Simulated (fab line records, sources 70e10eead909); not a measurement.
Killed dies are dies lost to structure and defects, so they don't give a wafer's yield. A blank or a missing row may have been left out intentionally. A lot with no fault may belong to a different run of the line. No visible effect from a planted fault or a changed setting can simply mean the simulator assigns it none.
fab line records	flow nand_harc	part 2 of 2: steps 5 to 6 of 6
[record] lots = 19	wafers = 57	last_day = 24
route steps=1159 shown P_ZERO_WELL@16 P_STI@89 P_GATE@172 P_M1@302
lots with no fault: from the same line, run without faults
start_h: start of the lot's first displayed wafer, in hours after the record's first day	wait_h: time in hours since the lot's previous step	" as in the row above	L1.1+2: one row covering several wafers at once	- no value present, or no start provided	* or withheld: withheld	< > ~ a bound
route shown NAME@n: names a module that has steps shown in the file, with the first one's number in the route	usual: mean/standard deviation of fault-free wafers	same: alike in all rows	chamber/n: place in a boat	sites: readings site by site	_std_site: how widely they spread, as a standard deviation	_edge_site: the outer-site mean with the inner-site mean subtracted	radius_mm: for every site, how far away it sits from the centre of the wafer	mask NAME#n: copy n	behind: the last tool/chamber to shape the wafer	hold: what put the lot on hold/how long, in hours/how the hold closed	device: whichever transistor did not switch (one of n, p or np)	end of line: the route-end tests of the same wafers	a step with no rows: only its recipe	killed: not the wafer's yield, but the dies lost to structure and defects at the first sort	map: dies across one wafer; x = killed, . = not, _ = none there
set.NAME: the setting as run; set.NAME@STEP: as run at that earlier step	model.NAME: the simulator's own value behind a step, which no gauge read
route steps across a sampled set of lots; one table per step, one row per wafer
services: a tool's chamber out of use, with start hour (start_h, from the record's first day; less than 0 if before it), hours out, and reason
[[steps]]
[step NHARC_P_GATE_RTA_64]
[recipe] temp_c = 1050	time_s = 1
[usual] lamp_power_pct = 33.9/0.56	lamp_zone_4_pct = 33.9/0.55	wafer_temp_C_max = 1056.5/1.5
lot.wafer	tool	chamber	start_h	wait_h	lamp_power_pct	lamp_zone_4_pct	wafer_temp_C_max
L074.2	rtp_anneal-02	0	107.14	-	33.3	33.3	1058.3
L074.4	"	0	"	"	33.3	33.2	1055.0
L074.5	"	0	"	"	33.2	33.2	1056.1
L075.3	rtp_anneal-02	0	114.79	-	33.2	33.2	1057.1
L075.4	"	0	"	"	33.3	33.2	1055.3
L075.6	"	0	"	"	33.2	33.3	1055.2
L078.3	rtp_anneal-01	0	126.78	-	34.4	34.4	1058.9
L078.4	"	0	"	"	34.3	34.3	1056.1
L078.5	"	0	"	"	34.4	34.4	1056.1
L077.1	rtp_anneal-01	0	127.17	-	34.4	34.4	1056.3
L077.2	"	0	"	"	34.4	34.3	1057.8
L077.4	"	0	"	"	34.4	34.3	1057.6
L079.1	rtp_anneal-01	0	143.34	-	34.3	34.3	1055.2
L079.5	"	0	"	"	34.4	34.4	1056.1
L079.6	"	0	"	"	34.4	34.4	1060.1
L080.3	rtp_anneal-01	0	144.04	-	34.4	34.3	1053.6
L080.4	"	0	"	"	34.4	34.4	1058.9
L080.5	"	0	"	"	34.3	34.4	1058.6
L084.1	rtp_anneal-01	0	172.87	-	34.4	34.4	1058.0
L084.3	"	0	"	"	34.4	34.3	1056.8
L084.6	"	0	"	"	34.4	34.4	1060.0
L085.3	rtp_anneal-02	0	184.14	-	33.3	33.2	1055.8
L085.4	"	0	"	"	33.2	33.2	1058.0
L085.5	"	0	"	"	33.2	33.2	1054.5
L086.2	rtp_anneal-02	0	185.03	-	33.3	33.3	1056.0
L086.4	"	0	"	"	33.2	33.2	1055.3
L086.6	"	0	"	"	33.2	33.3	1056.3
L088.1	rtp_anneal-01	0	191.89	-	34.3	34.3	1057.0
L088.4	"	0	"	"	34.4	34.4	1059.5
L088.5	"	0	"	"	34.3	34.4	1056.5
L087.2	rtp_anneal-02	0	192.90	-	33.3	33.2	1056.6
L087.5	"	0	"	"	33.2	33.3	1054.4
L087.6	"	0	"	"	33.2	33.2	1055.6
L089.1	rtp_anneal-02	0	209.67	-	33.3	33.2	1056.8
L089.2	"	0	"	"	33.2	33.2	1053.4
L089.4	"	0	"	"	33.3	33.2	1053.7
L090.1	rtp_anneal-02	0	210.18	-	33.2	33.3	1056.5
L090.2	"	0	"	"	33.2	33.2	1054.8
L090.6	"	0	"	"	33.2	33.3	1056.1
L092.1	rtp_anneal-01	0	213.82	-	34.4	34.4	1059.4
L092.3	"	0	"	"	34.4	34.4	1055.5
L092.5	"	0	"	"	34.4	34.4	1058.0
L091.1	rtp_anneal-02	0	215.90	-	33.2	33.2	1056.1
L091.2	"	0	"	"	33.2	33.3	1054.8
L091.5	"	0	"	"	33.2	33.2	1055.8
L093.1	rtp_anneal-02	0	219.04	-	33.2	33.2	1056.2
L093.2	"	0	"	"	33.2	33.3	1055.3
L093.6	"	0	"	"	33.3	33.3	1054.2
L094.1	rtp_anneal-01	0	227.47	-	34.4	34.3	1058.0
L094.5	"	0	"	"	34.4	34.3	1055.6
L094.6	"	0	"	"	34.4	34.4	1057.1
L096.2	rtp_anneal-01	0	235.82	-	34.3	34.3	1054.7
L096.4	"	0	"	"	34.4	34.3	1057.1
L096.6	"	0	"	"	34.3	34.3	1057.6
L097.1	rtp_anneal-01	0	239.53	-	34.4	34.4	1055.7
L097.2	"	0	"	"	34.3	34.4	1059.2
L097.4	"	0	"	"	34.4	34.4	1057.7
[step NHARC_P_M1_STRIP_18]
[recipe] power_w = 1000	n2_flow_sccm = 150	h2_flow_sccm = 150	ar_flow_sccm = 0	bias_w = 0	chemistry = N2/H2
[usual] chamber_pressure_mTorr = 29.998/0.028	drypump_motor_current_A = 5.6/0.4	oes_product_au = 1.002/0.0073	rf_fwd_power_W = 997/3.2	rf_vpp_V = 90.5/1.1	showerhead_plenum_p_Torr = 2.00/0.086	throttle_valve_pct = 14.171/0.0085
[same] bias_w = 0
lot.wafer	tool	chamber	start_h	wait_h	chamber_pressure_mTorr	drypump_motor_current_A	oes_product_au	rf_fwd_power_W	rf_hours_counter_h	rf_vpp_V	showerhead_plenum_p_Torr	throttle_valve_pct
L074.4	rie_diel-10	0	122.15	0.1	30.001	5.5	0.990	997	8	90.5	2.09	14.169
L074.2	"	1	"	"	29.936	4.8	1.003	997	7	88.3	1.92	14.166
L074.5	"	3	"	"	29.971	5.2	0.989	1000	-	91.1	1.91	14.184
L075.4	rie_diel-02	2	131.74	0.1	29.965	5.8	1.000	999	11	90.4	2.10	14.174
L075.3	"	3	"	"	30.040	5.2	1.005	992	9	91.2	1.92	14.168
L075.6	"	3	"	"	30.050	5.2	1.011	986	-	90.0	1.92	14.176
L078.3	rie_diel-10	3	138.45	0.1	29.973	5.2	0.998	996	10	88.7	1.91	14.165
L078.4	"	1	"	"	30.017	4.8	1.011	995	9	91.0	1.92	14.175
L078.5	"	3	"	"	30.042	5.2	0.990	1000	-	90.0	1.91	14.169
L077.2	rie_diel-02	3	139.27	0.1	29.982	5.2	1.006	996	11	89.1	1.92	14.166
L077.1	"	0	"	"	30.039	5.8	1.002	987	12	90.3	2.04	14.163
L077.4	"	1	"	"	30.024	5.5	0.998	993	12	92.1	2.04	14.171
L079.1	rie_diel-10	3	159.27	0.1	29.971	5.2	0.991	997	11	90.9	1.91	14.171
L079.5	"	0	"	"	29.982	5.5	0.989	1001	-	91.5	2.09	14.170
L079.6	"	1	"	"	29.991	4.8	1.011	1000	-	91.0	1.92	14.155
L080.3	rie_diel-10	2	159.72	0.1	30.003	5.7	0.995	997	10	90.4	1.91	14.155
L080.4	"	3	"	"	30.052	5.2	0.992	995	11	90.5	1.91	14.162
L080.5	"	3	"	"	29.972	5.2	0.995	995	-	90.5	1.91	14.187
L084.1	rie_diel-02	2	189.53	0.1	30.000	5.9	0.999	995	3	90.7	2.10	14.170
L084.3	"	3	"	"	29.973	5.2	1.014	1002	3	90.1	1.92	14.188
L084.6	"	1	"	"	30.007	5.5	1.009	995	-	91.0	2.04	14.172
L085.3	rie_diel-02	3	196.12	0.1	29.982	5.2	0.997	997	4	89.8	1.92	14.170
L085.4	"	0	"	"	30.014	5.8	0.996	990	3	92.3	2.03	14.174
L085.5	"	3	"	"	30.003	5.2	1.000	1000	-	88.7	1.92	14.158
L086.4	rie_diel-02	1	197.33	0.1	29.991	5.5	0.999	994	3	90.8	2.04	14.148
L086.2	"	0	"	"	29.948	5.8	0.987	992	4	91.9	2.03	14.168
L086.6	"	2	"	"	29.985	5.9	1.000	996	-	91.1	2.10	14.153
L088.1	rie_diel-05	3	209.71	0.1	29.969	5.3	1.009	998	1	91.6	2.03	14.175
L088.4	"	0	"	"	29.994	6.5	1.003	994	1	92.8	2.20	14.167
L088.5	"	2	"	"	29.949	5.7	1.008	1000	-	89.2	1.91	14.174
L087.2	rie_diel-05	2	210.49	0.1	29.987	5.7	1.009	999	1	91.0	1.91	14.172
L087.6	"	0	"	"	29.968	6.5	0.999	998	-	91.6	2.20	14.164
L087.5	"	1	"	"	30.011	6.1	1.004	999	-	89.0	1.94	14.169
L089.2	rie_diel-02	1	222.40	0.1	30.007	5.5	0.998	1001	5	91.4	2.04	14.167
L089.1	"	2	"	"	30.001	5.9	1.011	996	5	88.8	2.10	14.188
L089.4	"	0	"	"	30.045	5.8	1.012	997	6	90.5	2.03	14.175
L090.1	rie_diel-02	0	223.77	0.1	30.006	5.8	1.000	993	6	88.5	2.03	14.159
L090.2	"	1	"	"	29.978	5.5	1.003	995	5	89.1	2.04	14.180
L090.6	"	0	"	"	29.954	5.8	1.004	994	-	91.0	2.03	14.172
L092.3	rie_diel-05	2	228.99	0.1	29.956	5.7	1.001	995	2	90.9	1.91	14.179
L092.1	"	0	"	"	30.033	6.5	1.006	998	1	91.9	2.20	14.169
L092.5	"	3	"	"	30.018	5.3	1.002	999	-	89.5	2.03	14.191
L091.1	rie_diel-05	1	232.44	0.1	30.015	6.1	1.007	999	2	90.2	1.94	14.177
L091.2	"	2	"	"	30.019	5.7	1.013	996	2	90.6	1.91	14.173
L091.5	"	1	"	"	30.065	6.1	1.002	998	-	90.4	1.94	14.189
L093.1	rie_diel-10	3	234.61	0.1	29.963	5.2	0.995	1003	3	90.4	1.91	14.167
L093.2	"	1	"	"	30.009	4.7	0.997	1001	4	89.5	1.92	14.172
L093.6	"	3	"	"	29.968	5.2	1.002	1000	-	91.4	1.91	14.174
L094.1	rie_diel-05	0	243.20	0.1	29.976	6.5	1.003	999	2	93.2	2.20	14.177
L094.6	"	2	"	"	29.983	5.7	1.009	998	-	89.1	1.91	14.163
L094.5	"	3	"	"	30.026	5.3	1.002	1000	-	90.5	2.03	14.181
L096.2	rie_diel-02	2	249.56	0.1	30.014	5.9	0.994	999	8	91.6	2.10	14.174
L096.4	"	3	"	"	29.974	5.3	1.000	996	-	90.3	1.92	14.165
L096.6	"	2	"	"	29.997	5.8	1.003	1001	-	92.6	2.10	14.167
L097.4	rie_diel-10	2	254.30	0.1	29.979	5.8	1.002	993	5	91.1	1.91	14.178
L097.2	"	3	"	"	29.999	5.2	1.007	999	4	89.4	1.91	14.179
L097.1	"	0	"	"	30.036	5.5	1.002	994	4	91.5	2.09	14.182
[[services]]
tool	chamber	start_h	hours	kind
rie_diel-10	-	-0.50	9.0	pm
plasma_asher-02	-	6.07	9.0	pm
rie_diel-05	3	8.14	11.7	repair
plasma_asher-01	-	13.05	3.2	repair
rie_diel-13	0	18.28	5.0	repair
rie_diel-02	3	28.76	13.3	repair
rie_diel-03	-	38.30	9.0	pm
rie_diel-03	3	48.40	1.4	repair
rie_diel-03	1	55.75	2.7	repair
plasma_asher-01	-	83.96	9.6	repair
rie_diel-13	-	99.00	9.0	pm
plasma_asher-01	-	99.57	9.0	pm
rie_diel-10	0	100.34	4.2	repair
rie_diel-02	2	106.13	2.4	repair
rie_diel-10	0	106.52	4.4	repair
rie_diel-13	1	117.18	2.7	repair
plasma_asher-01	-	144.59	3.6	repair
rie_diel-10	1	147.07	7.9	repair
rie_diel-02	-	150.70	9.0	pm
rie_diel-05	-	163.60	9.0	pm
rie_diel-03	2	167.77	5.8	repair
rie_diel-10	-	176.50	9.0	pm
rie_diel-03	-	177.99	0.4	repair
plasma_asher-02	-	183.07	9.0	pm
